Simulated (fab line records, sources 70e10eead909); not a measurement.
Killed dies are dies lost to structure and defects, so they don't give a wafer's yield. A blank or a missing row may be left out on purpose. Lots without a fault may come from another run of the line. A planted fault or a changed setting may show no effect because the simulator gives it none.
Chamber matching | flow nand_harc | NHARC_A_SGD_CUT_DESCUM_14 on rie_diel-09: 4 sister chambers
The step chemistry O2, time 3 s. 20 wafers are shown with their chamber, then 10 later ones without.

WAFERS WITH THEIR CHAMBER
wafer  | chamber | showerhead_plenum_p_Torr (Torr) | drypump_motor_current_A (A) | oes_product_au (a.u.)
L074.1 | 0       | 1.79                            | 5.96                        | 1.018
L074.2 | 3       | 1.85                            | 6.04                        | 0.981
L074.5 | 1       | 2.02                            | 5.66                        | 0.991
L079.3 | 0       | 1.79                            | 5.98                        | 1.016
L079.4 | 2       | 1.86                            | 6.02                        | 1.000
L079.6 | 0       | 1.79                            | 5.98                        | 1.011
L081.2 | 3       | 1.84                            | 6.08                        | 1.000
L081.4 | 1       | 2.01                            | 5.64                        | 0.990
L081.5 | 1       | 2.02                            | 5.67                        | 1.004
L083.2 | 2       | 1.86                            | 6.03                        | 0.992
L083.3 | 3       | 1.84                            | 6.07                        | 1.000
L083.5 | 2       | 1.86                            | 6.03                        | 1.000
L085.1 | 3       | 1.84                            | 6.04                        | 1.012
L085.3 | 0       | 1.79                            | 5.93                        | 1.023
L085.6 | 0       | 1.79                            | 5.99                        | 1.019
L087.1 | 3       | 1.84                            | 6.08                        | 0.996
L087.2 | 2       | 1.86                            | 6.04                        | 1.001
L087.6 | 2       | 1.86                            | 6.06                        | 1.006
L088.3 | 1       | 2.01                            | 5.65                        | 1.014
L088.5 | 3       | 1.84                            | 6.07                        | 1.021

SIGNATURES (means of the wafers above)
reading                  | chamber 0 | chamber 1 | chamber 2 | chamber 3 | scatter within a chamber
showerhead_plenum_p_Torr | 1.7900    | 2.0150    | 1.8600    | 1.8417    | 0.00339
drypump_motor_current_A  | 5.9680    | 5.6550    | 6.0360    | 6.0633    | 0.0184
oes_product_au           | 1.01740   | 0.99975   | 0.99980   | 1.00167   | 0.00973
Rule: a wafer's distance from a chamber is the root of the sum, over the readings, of the square of ((its reading less the chamber's mean) divided by the reading's scatter). The wafer belongs to the nearest chamber; if the next one is less than 2 further off, it can't be placed. The scatter: the root of (the sum of the squares of (reading less its chamber's mean) over the shown wafers, divided by (wafers less chambers)).

WAFERS WITHOUT THEIR CHAMBER
wafer  | showerhead_plenum_p_Torr (Torr) | drypump_motor_current_A (A) | oes_product_au (a.u.)
L088.6 | 1.86                            | 6.04                        | 1.011
L090.1 | 1.79                            | 6.02                        | 1.016
L090.2 | 1.84                            | 6.08                        | 1.004
L090.3 | 2.01                            | 5.64                        | 0.999
L092.1 | 1.84                            | 6.06                        | 1.001
L092.3 | 1.86                            | 6.03                        | 1.013
L092.5 | 1.86                            | 6.05                        | 1.004
L094.1 | 1.79                            | 6.01                        | 1.014
L094.4 | 1.79                            | 5.97                        | 1.019
L094.5 | 2.01                            | 5.69                        | 1.000

WHICH CHAMBER EACH WENT THROUGH
wafer  | from the rows above | in truth
L088.6 | 2                   | 2
L090.1 | 0                   | 0
L090.2 | 3                   | 3
L090.3 | 1                   | 1
L092.1 | 3                   | 3
L092.3 | 2                   | 2
L092.5 | 2                   | 2
L094.1 | 0                   | 0
L094.4 | 0                   | 0
L094.5 | 1                   | 1
Placed correctly: 10 of 10. Can't be placed from these rows: 0. Placed wrongly: 0.
